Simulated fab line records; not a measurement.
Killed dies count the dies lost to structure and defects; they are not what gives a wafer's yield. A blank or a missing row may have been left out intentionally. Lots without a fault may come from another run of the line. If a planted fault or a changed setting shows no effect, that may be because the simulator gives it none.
Struck lot and sound lot, side by side / flow n5-finfet / 18 out of 1938 route steps
Sound: the wafers L666.1, L666.3, L666.4. Wafers struck: L672.2, L672.3, L672.5. Last of all comes the cause.
At each step with rows: each side's tool, then ch and its chambers, then its first start. Under that, the readings that differ: sound wafers / struck wafers / difference of the means / sigmas: that difference in standard deviations of wafers without a fault.
alike: same words and numbers on both sides, and readings whose means sit less than 2 such deviations apart. not compared: any withheld reading, any reading some wafer has no value for, any bound like >300 that may hide the same value, and any number with overlapping values for which the record gives no deviation.
A row with sigmas, a row that says differs or no value, or rows on one side alone: a step with any of these is where the two part. Numbers that don't overlap but have no deviation are shown without sigmas and don't part them. Lack of a reading on every wafer of one side parts them only where that side has two or more wafers.

first, 9 steps without rows for these wafers: N5_BEOL_M1_CO_CAP_55 (material Co, precursor CCTBA/H2, target thk 2 nm, time 102.1 s); N5_BEOL_M1_PRE_CLEAN_56 (time 15 s); N5_BEOL_M1_DEP_57 (deposits SiCN from 3MS/NH3, target thk 8 nm, time 14 s); N5_BEOL_M2_ILD_DEP_00 (deposits SiOC from DEMS/O2, target thk 79 nm, time 15.3 s); N5_BEOL_M2_PECVD_72 (deposits SiO2 from TEOS/O2, target thk 16 nm, time 18 s); N5_BEOL_M2_HM_DEP_02 (deposits TiN, target thk 20 nm); N5_BEOL_M2_COAT_61 (time 60 s, resist thk 60 nm); N5_BEOL_M2_COAT_62 (time 60 s, resist thk 12 nm); N5_BEOL_M2_COAT_73 (time 60 s, resist thk 5 nm).
N5_BEOL_M2_COAT_05: resist thk 30 nm.
  sound on litho-track-04 ch 0, day 8 14:23; struck on litho-track-04 ch 0, day 10 21:14
reading=spin-speed-rpm (rpm); sound=1498.9 1500.0 1500.5; struck=1402.6 1401.5 1401.7; difference=-97.9; sigmas=-99 or more
reading=model.CAR-EUV_of_BEOL_M2_COAT_05.thk-nm (nm); sound=30.2 30 30.2; struck=31.2 31.2 31; difference=+1.0; sigmas=
then, 5 steps without rows for these wafers: N5_BEOL_M2_EBR_07; N5_BEOL_M2_SOFTBAKE_06 (time 60 s); N5_BEOL_M2_EXPOSE_08 (exposes mask M2); N5_BEOL_M2_PEB_09 (peb time 60 s); N5_BEOL_M2_DEVELOP_10 (develop time 30 s).
N5_BEOL_M2_DESCUM_16: chemistry O2, time 7 s.
  sound on rie-diel-02 ch 1,2,3, day 8 14:51; struck on rie-diel-05 ch 1,3, day 10 21:37
reading=model.CAR-EUV_of_BEOL_M2_COAT_05.thk-nm (nm); sound=26.4 26.2 26.2; struck=27.2 27.2 27.2; difference=+0.9; sigmas=
  alike: chamber-pressure-mTorr, drypump-motor-current-A, o2-flow-sccm, oes-product-au, rf-vpp-V, showerhead-plenum-p-Torr, throttle-valve-pct
  not compared: rf-hours-counter-h
then, 1 step without rows for these wafers: N5_BEOL_M2_ETCH_74 (etches underlayer in N2/H2, target depth 6.5 nm, time 5.2 s).
N5_BEOL_M4_RC_MEAS_101:
  sound on prober-01 ch 0, day 9 22:44; struck on prober-01 ch 0, day 12 01:53
  alike: DIBL_N, DIBL_P, IOFF_N, IOFF_P, ION_N, ION_P, SS_N, SS_P, VT_N, VT_P

WHERE THEY PART
Only at N5_BEOL_M2_COAT_05, within this record. Later steps at which nothing parts them and some readings are alike: N5_BEOL_M2_DESCUM_16, N5_BEOL_M4_RC_MEAS_101.

WHY: what had been put in by the simulator
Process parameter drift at N5_BEOL_M2_COAT_05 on litho-track-04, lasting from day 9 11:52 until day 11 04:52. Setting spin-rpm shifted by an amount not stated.
